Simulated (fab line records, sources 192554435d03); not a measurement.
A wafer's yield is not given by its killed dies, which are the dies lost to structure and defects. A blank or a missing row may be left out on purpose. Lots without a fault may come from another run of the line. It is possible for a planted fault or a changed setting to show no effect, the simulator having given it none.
fab line records -- flow n5_finfet
record lots=4, wafers=12, last_day=17
route steps=1938 shown BEOL_M5@1151 BEOL_M15@1830
lots that met no fault: taken from a fault-free run of the same line
start_h: hours from the record's opening day to when the first of the lot's shown wafers began -- wait_h: time in hours since the lot's previous step -- " identical to the entry in the row above -- L1.1+2: a row that stands for several wafers -- - no value, or no start given -- * or withheld: withheld -- < > ~ a bound
route shown NAME@n: names a module that has steps shown in the file, with the first one's number in the route -- usual: mean/standard deviation of fault-free wafers -- same: alike in all rows -- chamber/n: place in a boat -- sites: per-site readings -- _std_site: their standard deviation -- _edge_site: outer sites' mean less inner sites' -- radius_mm: how far each site lies from the wafer's centre -- mask NAME#n: copy n -- behind: the most recent tool/chamber to have shaped the wafer -- hold: the reason the lot was held/the length of the hold in hours/how it ended -- device: transistor that didn't switch, given as n, p or np -- end of line: the tests these same wafers got at the end of their route -- a step without rows: its recipe alone -- killed: count of dies lost to structure and defects at first sort (not the wafer's yield) -- map: a wafer's dies, marking killed ones x, the rest . and places with no die _
set.NAME: the setting the step ran with; set.NAME@STEP: the setting that earlier step ran with -- model.NAME: the simulator's own value behind a step, which no gauge read
lots at selected steps of the route; one table per step, one row per wafer
services: the hour from which a tool's chamber was out of use, counted from the record's first day as start_h (under 0 if before that day), plus the number of hours and why
## steps
# step N5_BEOL_M5_DESCUM_33
# recipe chemistry=O2, time_s=7, source_power_w=50, bias_power_w=20, pressure_mtorr=20, rf_frequency_hz=2.712e+07, temp_c=40, resist=CAR-EUV, o2_flow_sccm=225
# step N5_BEOL_M5_ETCH_75
# recipe chemistry=N2/H2, target=underlayer, target_depth_a=65, mask_material=CAR-EUV, time_s=5.2, ion_energy_ev=200, pressure_mtorr=30, source_w=840, bias_w=150, n2_flow_sccm=200, h2_flow_sccm=200, ends=cleared
# step N5_BEOL_M5_ETCH_67
# recipe chemistry=CF4, target=SiARC, target_depth_a=156, mask_material=CAR-EUV, time_s=26, ion_energy_ev=80, pressure_mtorr=40, source_w=545, bias_w=36, Ar_flow_sccm=100, cf4_flow_sccm=100, ends=cleared
# step N5_BEOL_M5_ETCH_68
# recipe chemistry=N2/H2, target=SOC, target_depth_a=800, overetch_a=160, mask_material=SiARC, temp_c=40, time_s=120, ion_energy_ev=200, pressure_mtorr=30, source_w=840, bias_w=150, n2_flow_sccm=200, h2_flow_sccm=200
# step N5_BEOL_M5_STRIP_69
# recipe chemistry=N2/H2, temp_c=40, n2_flow_sccm=200, h2_flow_sccm=200, rf_frequency_hz=6e+07
# step N5_BEOL_M5_STRIP_76
# recipe chemistry=N2/H2, temp_c=40, n2_flow_sccm=200, h2_flow_sccm=200, rf_frequency_hz=6e+07
# step N5_BEOL_M5_VIA_ETCH_34
# recipe chemistry=C4F6/O2, target=SiCOH_lowk, target_depth_a=883, mask_material=SOC, taper_deg=4, time_s=39.2, ion_energy_ev=250, pressure_mtorr=30, source_w=345, bias_w=185, Ar_flow_sccm=300, C4F6_flow_sccm=10, O2_flow_sccm=10
# step N5_BEOL_M5_STRIP_85
# recipe chemistry=C4F6/O2, resist=SiARC, rf_frequency_hz=6e+07
# step N5_BEOL_M5_STRIP_36
# recipe chemistry=N2/H2, power_w=450, temp_c=40, pressure_mtorr=20, rf_frequency_hz=6e+07, overash_fraction=0.3, bias_power_w=7, h2_frac=0.5, n2_flow_sccm=200, h2_flow_sccm=200
# step N5_BEOL_M5_TRENCH_ETCH_37
# recipe chemistry=C4F6/O2, target_depth_a=716.52, target=SiCOH_lowk, time_s=24.7, ion_energy_ev=250, pressure_mtorr=30, source_w=345, bias_w=185, Ar_flow_sccm=300, C4F6_flow_sccm=10, O2_flow_sccm=10
# usual O2_flow_sccm=9.999/0.029, drypump_motor_current_A=5.8/0.48, oes_product_au=0.80/0.083, rf_vpp_V=663/4.5, showerhead_plenum_p_Torr=2.87/0.096, throttle_valve_pct=20.95/0.24
lot.wafer,tool,chamber,start_h,wait_h,O2_flow_sccm,drypump_motor_current_A,oes_product_au,rf_hours_counter_h,rf_vpp_V,showerhead_plenum_p_Torr,throttle_valve_pct,model.etch.depth_nm,model.BEOL_M5.feature_depth_nm
L426.2,rie_diel-06,3,236.10,-,9.958,6.6,0.81,95,655,2.76,20.90,71.88,71.8
L426.4,rie_diel-06,0,236.10,-,10.037,5.7,0.84,58,663,2.89,20.61,72.35,72.4
L426.6,rie_diel-06,2,236.10,-,9.991,6.5,0.76,-,669,2.85,21.07,70.22,70.2
L425.1,rie_diel-06,3,241.05,-,10.001,6.5,0.82,97,656,2.76,20.90,71.84,71.8
L425.2,rie_diel-06,0,241.05,-,9.988,5.7,0.89,60,663,2.89,20.63,80.27,80.2
L425.6,rie_diel-06,3,241.05,-,10.059,6.5,0.81,-,656,2.76,20.91,71.69,71.6
L430.1,rie_diel-06,2,258.94,-,9.983,6.5,0.75,174,666,2.84,21.08,70.75,70.8
L430.5,rie_diel-06,1,258.94,-,9.997,5.5,0.72,-,661,2.72,20.98,69.99,70
L430.6,rie_diel-06,0,258.94,-,9.987,5.7,0.89,-,663,2.88,20.66,80.08,80
L437.1,rie_diel-05,2,292.00,-,10.050,5.4,0.71,213,668,2.82,21.33,71.17,71.2
L437.4,rie_diel-05,3,292.00,-,10.064,5.7,0.90,26,668,3.02,20.83,71.86,71.8
L437.6,rie_diel-05,1,292.00,-,9.958,5.8,0.72,-,659,2.94,21.15,70.39,70.4
# step N5_BEOL_M5_ETCH_41
# recipe chemistry=CH3F/O2, target=SiCN, target_depth_a=315, taper_deg=2, time_s=56.7, ion_energy_ev=120, mask_material=TiN, pressure_mtorr=30, source_w=395, bias_w=75, Ar_flow_sccm=150, CH3F_flow_sccm=30, O2_flow_sccm=20
# step N5_BEOL_M5_STRIP_91
# recipe chemistry=N2/H2, time_s=10, power_w=450, temp_c=40, pressure_mtorr=20, rf_frequency_hz=6e+07, bias_power_w=7, n2_flow_sccm=200, h2_flow_sccm=200
# step N5_BEOL_M5_OCD_MEAS_38
# usual trench_depth_nm=71.5/1.1
lot.wafer,tool,chamber,start_h,wait_h,trench_depth_nm
L426.2,ocd-01,-,236.25,-,71.6
L426.4,ocd-01,-,236.25,-,73.0
L426.6,ocd-01,-,236.25,-,69.8
L425.1,ocd-01,-,241.21,-,72.0
L425.2,ocd-01,-,241.21,-,80.2
L425.6,ocd-01,-,241.21,-,72.0
L430.1,ocd-02,-,259.09,-,70.9
L430.5,ocd-02,-,259.09,-,70.6
L430.6,ocd-02,-,259.09,-,80.3
L437.1,ocd-01,-,292.15,-,71.2
L437.4,ocd-01,-,292.15,-,71.6
L437.6,ocd-01,-,292.15,-,70.8
# step N5_BEOL_M5_HM_STRIP_39
# recipe chemistry=peroxide_tin_strip, material=TiN, target_depth_a=250, temp_c=50, time_s=158
# step N5_BEOL_M5_SRD_40
# recipe time_s=30, temp_c=23, rinse_liquid=diw, dry=ipa_marangoni
# step N5_BEOL_M5_PRECLEAN_42
# recipe chemistry=residue_remover, time_s=60, temp_c=40
# step N5_BEOL_M5_SRD_43
# recipe time_s=30, temp_c=23, rinse_liquid=diw, dry=ipa_marangoni
# step N5_BEOL_M5_CURE_80
# recipe temp_c=370, time_s=120, ambient=DMADMS/He, material=SiCOH_lowk
# step N5_BEOL_M5_DEGAS_44
# recipe ambient=vacuum, temp_c=250, time_s=60
# step N5_BEOL_M5_PRE_CLEAN_45
# recipe gas=H2/He, time_s=30, temp_c=250
# step N5_BEOL_M5_ALD_86
# recipe material=TaN, target_thk_a=*, temp_c=275, ald_precursor_family=PDMAT, ald_co_reactant=NH3, pressure_torr=3, carrier_flow_sccm=1500, pulse_time_s=2, purge_time_s=3, co_reactant_purge_time_s=2, co_reactant_pulse_time_s=3, ald_cycles=30, precursor_vessel_temp_c=75, precursor_vessel_pressure_torr=26.25, precursor_vessel_carrier_sccm=1000
# step N5_BEOL_M5_SURFACE_TREAT_87
# recipe gas=Ar, time_s=*, ion_energy_ev=*, ion_current_ma_cm2=0.5, pressure_mtorr=*, ar_flow_sccm=30
# step N5_BEOL_M5_CVD_47
# recipe material=Co, target_thk_a=30, temp_c=withheld, precursor=CCTBA/H2, pressure_torr=30, time_s=216
# step N5_BEOL_M5_SPUTTER_48
# recipe material=Cu, target_thk_a=150, temp_c=-20, chamber_pressure_pa=0.07, power_w=withheld, time_s=27.62
# step N5_BEOL_M5_ANNEAL_49
# recipe temp_c=400, time_s=1800, ambient=vacuum
# step N5_BEOL_M5_SPUTTER_81
# recipe material=Cu, target_thk_a=150, temp_c=-20, chamber_pressure_pa=0.07, power_w=withheld, time_s=27.62
# step N5_BEOL_M5_ANNEAL_82
# recipe temp_c=400, time_s=1800, ambient=vacuum
# step N5_BEOL_M5_SPUTTER_83
# recipe material=Cu, target_thk_a=150, temp_c=-20, chamber_pressure_pa=0.07, power_w=withheld, time_s=27.62
# step N5_BEOL_M5_ANNEAL_84
# recipe temp_c=400, time_s=1800, ambient=vacuum
# step N5_BEOL_M5_SPUTTER_88
# recipe material=Cu, target_thk_a=150, temp_c=-20, chamber_pressure_pa=0.07, power_w=withheld, time_s=27.62
# step N5_BEOL_M5_ANNEAL_89
# recipe temp_c=400, time_s=1800, ambient=vacuum
# step N5_BEOL_M5_SPUTTER_90
# recipe material=Cu, target_thk_a=45, temp_c=-20, chamber_pressure_pa=0.07, power_w=withheld, time_s=8.29
# step N5_BEOL_M5_ECD_50
# recipe material=Cu, target_thk_a=3000
# step N5_BEOL_M5_ANNEAL_51
# recipe temp_c=225, time_s=90, ambient=N2
# step N5_BEOL_M5_CMP_52
# recipe stop_on=SiCOH_lowk, t_overpolish_s=6.9, down_force_psi=1, platen_rpm=50, clearing_platen_down_force_psi=1.5, clearing_platen_rpm=50, post_cmp_clean=cu_alkaline, target_thk_nm=62, clearing_platen_pad_velocity_m_s=0.99484, pad_velocity_m_s=0.99484
# usual barrier_field_endpoint_s=24.6/0.52, motor_current_A=6.0/0.71, overpolish_run_s=6.900/0.0092, time_to_endpoint_s=62.5/2.5
lot.wafer,tool,chamber,start_h,wait_h,barrier_field_endpoint_s,motor_current_A,overpolish_run_s,time_to_endpoint_s,model.Cu_of_BEOL_M5_ECD_50.thk_nm
L426.2,cmp-03,3,242.69,0.3,24.5,6.4,6.903,67.6,63
L426.4,cmp-03,0,242.69,0.3,25.2,6.4,6.912,64.4,63.4
L426.6,cmp-03,2,242.69,0.3,24.8,5.5,6.898,64.5,61
L425.2,cmp-02,3,247.45,0.2,24.4,7.9,6.903,61.6,70.8
L425.1,cmp-02,0,247.45,0.2,23.6,5.8,6.900,58.4,62.2
L425.6,cmp-02,2,247.45,0.2,25.4,5.5,6.884,64.6,63.6
L430.1,cmp-02,3,266.12,0.3,24.4,7.5,6.896,63.9,60
L430.5,cmp-02,3,266.12,0.3,25.0,7.5,6.906,62.4,59.2
L430.6,cmp-02,0,266.12,0.3,24.3,5.7,6.884,63.8,68.6
L437.4,cmp-03,0,299.05,0.1,24.9,6.5,6.895,61.2,62
L437.1,cmp-03,2,299.05,0.1,23.6,5.6,6.911,61.2,60.4
L437.6,cmp-03,0,299.05,0.1,24.3,5.9,6.913,61.0,60.4
# step N5_BEOL_M5_THK_MEAS_53
# recipe thk_meas_gauge=xrf, reads=Cu_of_BEOL_M5_ECD_50
# usual M5_THK=63.2/1.7
lot.wafer,tool,chamber,start_h,wait_h,M5_THK[nm]
L426.2,film_metro-01,-,242.91,-,64.3
L426.4,film_metro-01,-,242.91,-,64.3
L426.6,film_metro-01,-,242.91,-,62.1
L425.1,film_metro-02,-,247.70,-,63.6
L425.2,film_metro-02,-,247.70,-,72.5
L425.6,film_metro-02,-,247.70,-,65.1
L430.1,film_metro-02,-,266.41,-,61.6
L430.5,film_metro-02,-,266.41,-,60.7
L430.6,film_metro-02,-,266.41,-,70.1
L437.1,film_metro-02,-,299.34,-,62.3
L437.4,film_metro-02,-,299.34,-,64.0
L437.6,film_metro-02,-,299.34,-,62.1
# step N5_BEOL_M5_PRE_CLEAN_77
# recipe gas=NH3/H2, time_s=15, temp_c=*, rf_power_w=300
# step N5_BEOL_M5_CO_CAP_78
# recipe material=Co, target_thk_a=20, temp_c=200, precursor=CCTBA/H2, pressure_torr=30, time_s=102.1
# step N5_BEOL_M5_RS_MEAS_57
# recipe thk_meas_gauge=four-point-probe, reads=Co_of_BEOL_M5_CO_CAP_78+Cu_of_BEOL_M5_ECD_50+Co_of_BEOL_M5_CVD_47+TaN_of_BEOL_M5_ALD_86
# usual M5_RS=0.387/0.012
lot.wafer,tool,chamber,start_h,wait_h,M5_RS[ohm/sq]
L426.2,film_metro-01,-,243.22,0.1,0.379
L426.4,film_metro-01,-,243.22,0.1,0.377
L426.6,film_metro-01,-,243.22,0.1,0.394
L425.1,film_metro-01,-,247.96,0.0,0.385
L425.2,film_metro-01,-,247.96,0.0,0.330
L425.6,film_metro-01,-,247.96,0.0,0.375
L430.1,film_metro-01,-,266.67,0.0,0.402
L430.5,film_metro-01,-,266.67,0.0,0.408
L430.6,film_metro-01,-,266.67,0.0,0.341
L437.1,film_metro-02,-,299.63,0.0,0.398
L437.4,film_metro-02,-,299.63,0.0,0.386
L437.6,film_metro-02,-,299.63,0.0,0.398
# step N5_BEOL_M15_RC_MEAS_101
# usual COMB_M10=1.47e-11/2.9e-12, COMB_M11=1.48e-11/2.9e-12, COMB_M12=6.6e-12/1.3e-12, COMB_M13=5.4e-12/1.3e-12, COMB_M14=4.1e-12/8e-13, COMB_M15=2.9e-12/7e-13, COMB_M5=3.6e-11/7.9e-12, COMB_M6=2.6e-11/6.4e-12, COMB_M6_max_site=3.9e-11/1.1e-11, COMB_M7=2.6e-11/5.1e-12, COMB_M8=2.6e-11/5.1e-12, COMB_M9=1.5e-11/3.2e-12, SERP_M10=3.08/0.077, SERP_M11=3.08/0.077, SERP_M11_max_site=3.18/0.068, SERP_M12=0.639/0.014, SERP_M13=0.309/0.0055, SERP_M13_max_site=0.312/0.0059, SERP_M14=0.162/0.0031, SERP_M5=38.9/1.3, SERP_M5_max_site=40.5/1.6, SERP_M6=13.8/0.46, SERP_M7=13.9/0.5, SERP_M7_max_site=14.6/0.51, SERP_M8=13.8/0.51, SERP_M9=3.07/0.085
lot.wafer,tool,chamber,start_h,wait_h,COMB_M10[S/m],COMB_M11[S/m],COMB_M12[S/m],COMB_M13[S/m],COMB_M14[S/m],COMB_M15[S/m],COMB_M5[S/m],COMB_M6[S/m],COMB_M6_max_site[S/m],COMB_M7[S/m],COMB_M8[S/m],COMB_M9[S/m],SERP_M10[ohm/um],SERP_M11[ohm/um],SERP_M11_max_site[ohm/um],SERP_M12[ohm/um],SERP_M13[ohm/um],SERP_M13_max_site[ohm/um],SERP_M14[ohm/um],SERP_M5[ohm/um],SERP_M5_max_site[ohm/um],SERP_M6[ohm/um],SERP_M7[ohm/um],SERP_M7_max_site[ohm/um],SERP_M8[ohm/um],SERP_M9[ohm/um]
L425.1,prober-01,0,320.46,0.0,1.14e-11,1.54e-11,5e-12,6.4e-12,3.8e-12,2.6e-12,2.8e-11,2.4e-11,3.6e-11,2e-11,2.6e-11,1.3e-11,3.01,3.11,3.22,0.650,0.313,0.318,0.166,38.2,39.4,14.7,14.3,14.9,13.9,3.03
L425.2,prober-01,0,320.46,0.0,1.71e-11,2e-11,5.7e-12,5.4e-12,3.1e-12,2.1e-12,2.7e-11,3.4e-11,4.7e-11,1.8e-11,2e-11,1.4e-11,3.20,3.05,3.17,0.634,0.305,0.308,0.158,33.0,34.2,13.8,14.8,15.6,14.4,3.09
L425.6,prober-01,0,320.46,0.0,1.55e-11,1.37e-11,4.9e-12,5e-12,3.4e-12,1.8e-12,2.9e-11,2.5e-11,3.9e-11,1.8e-11,2.3e-11,1.4e-11,2.96,3.00,3.12,0.651,0.308,0.312,0.162,37.1,38.3,13.5,13.9,14.2,14.1,3.04
L426.2,prober-02,0,323.15,0.2,1.45e-11,1.88e-11,7.5e-12,8e-12,3.7e-12,3.2e-12,5.3e-11,2.2e-11,3.4e-11,2.6e-11,2.8e-11,2.2e-11,3.19,3.21,3.32,0.650,0.307,0.308,0.162,38.2,38.9,13.4,14.5,14.9,13.4,3.06
L426.4,prober-02,0,323.15,0.2,2.18e-11,1.63e-11,8.6e-12,7.6e-12,4.3e-12,2.9e-12,3.6e-11,1.6e-11,2.5e-11,2.8e-11,3.2e-11,1.2e-11,3.16,3.29,3.37,0.657,0.314,0.315,0.162,38.5,38.9,13.5,14.3,15.8,14.5,3.07
L426.6,prober-02,0,323.15,0.2,1.51e-11,1.2e-11,7.5e-12,5.7e-12,4.1e-12,2.5e-12,3e-11,2.8e-11,4.4e-11,4.6e-11,3.1e-11,1.7e-11,3.06,3.19,3.28,0.642,0.316,0.318,0.157,38.8,39.1,14.0,14.5,14.7,13.7,3.18
L430.1,prober-02,0,345.47,0.0,1.47e-11,1.23e-11,8.5e-12,6.2e-12,5.1e-12,3.5e-12,3.8e-11,2.8e-11,4.3e-11,2.5e-11,2e-11,1.3e-11,3.26,3.12,3.20,0.638,0.319,0.325,0.160,40.1,41.0,13.4,14.6,14.9,14.3,3.08
L430.5,prober-02,0,345.47,0.0,1.57e-11,1.33e-11,7e-12,5.2e-12,4.8e-12,3.6e-12,3.6e-11,3e-11,4.3e-11,2.1e-11,2.6e-11,1.2e-11,2.98,3.18,3.26,0.633,0.319,0.324,0.171,41.4,42.6,13.7,13.5,14.1,14.0,2.98
L430.6,prober-02,0,345.47,0.0,1.35e-11,1.16e-11,7.5e-12,5e-12,5.1e-12,3.4e-12,3.2e-11,3.1e-11,4.1e-11,2.6e-11,2.4e-11,1.2e-11,2.94,3.02,3.15,0.644,0.318,0.321,0.160,34.6,36.0,14.0,13.6,14.3,14.3,3.13
L437.1,prober-02,0,384.21,0.0,1.1e-11,1.4e-11,7.1e-12,5.8e-12,3.9e-12,2.6e-12,4.8e-11,2.9e-11,4.2e-11,2.6e-11,2.7e-11,1.9e-11,2.98,3.17,3.25,0.629,0.308,0.313,0.163,39.8,41.8,13.5,13.4,14.2,13.5,2.98
L437.4,prober-02,0,384.21,0.0,1.48e-11,1.25e-11,8.7e-12,5.2e-12,4.3e-12,2.5e-12,4.1e-11,2.7e-11,4.9e-11,2.7e-11,2.3e-11,1.3e-11,3.12,3.04,3.15,0.647,0.301,0.306,0.162,39.4,41.3,14.5,13.5,14.2,13.9,3.15
L437.6,prober-02,0,384.21,0.0,1.09e-11,1.46e-11,6e-12,6.5e-12,3.9e-12,2.5e-12,3.3e-11,3.6e-11,5e-11,2.4e-11,1.8e-11,1.3e-11,3.16,3.08,3.15,0.634,0.308,0.312,0.164,39.9,40.7,13.3,13.8,14.4,14.3,3.15
# sites SERP_M5 radius_mm=0,75,75,75,75,140,140,140,140
L425.1 38.5 39.1 37.8 38.2 39.4 38.4 36.8 37.7 37.7
L426.2 38.8 38.2 38.0 38.4 38.9 38.1 36.5 38.2 36.2
L430.1 38.5 40.1 40.7 39.8 41.0 39.6 41.0 40.1 40.4
L437.1 39.2 39.8 39.9 39.2 39.3 40.8 40.1 41.8 39.5
## services
tool,chamber,start_h,hours,kind
cmp-03,-,263.69,4.0,pm
cmp-03,-,267.69,-,consumable_replace:conditioner
cmp-03,-,267.69,-,consumable_replace:pad
cmp-03,-,269.16,8.9,pm
rie_diel-06,2,297.63,7.9,repair
rie_diel-05,3,298.23,8.0,repair
## key
first_sign step=N5_BEOL_M5_OCD_MEAS_38, reading=trench_depth_nm, direction=up, sigmas=8.2, usual=71.5, struck=80.3
effect step=N5_BEOL_M5_THK_MEAS_53, reading=M5_THK, direction=up, sigmas=4.9, usual=63.2, struck=71.3
effect step=N5_BEOL_M5_RS_MEAS_57, reading=M5_RS, direction=down, sigmas=4.4, usual=0.387, struck=0.336
effect step=N5_BEOL_M15_RC_MEAS_101, reading=SERP_M5, direction=down, sigmas=3.8, usual=38.9, struck=33.8
model_effect step=N5_BEOL_M5_TRENCH_ETCH_37, value=etch.depth_nm, without=71.61, struck=80.18
model_effect step=N5_BEOL_M5_CMP_52, value=Cu_of_BEOL_M5_ECD_50.thk_nm, without=61.1, struck=69.7
met_at N5_BEOL_M5_TRENCH_ETCH_37
struck_wafers L425.2,L430.6
onset_between 236.10 241.05
fault kind=process_parameter_drift, tool=rie_diel-06, chamber=0, onset_h=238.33, steps=N5_BEOL_M5_TRENCH_ETCH_37, channel=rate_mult, offset=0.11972, shape=step, end_h=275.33
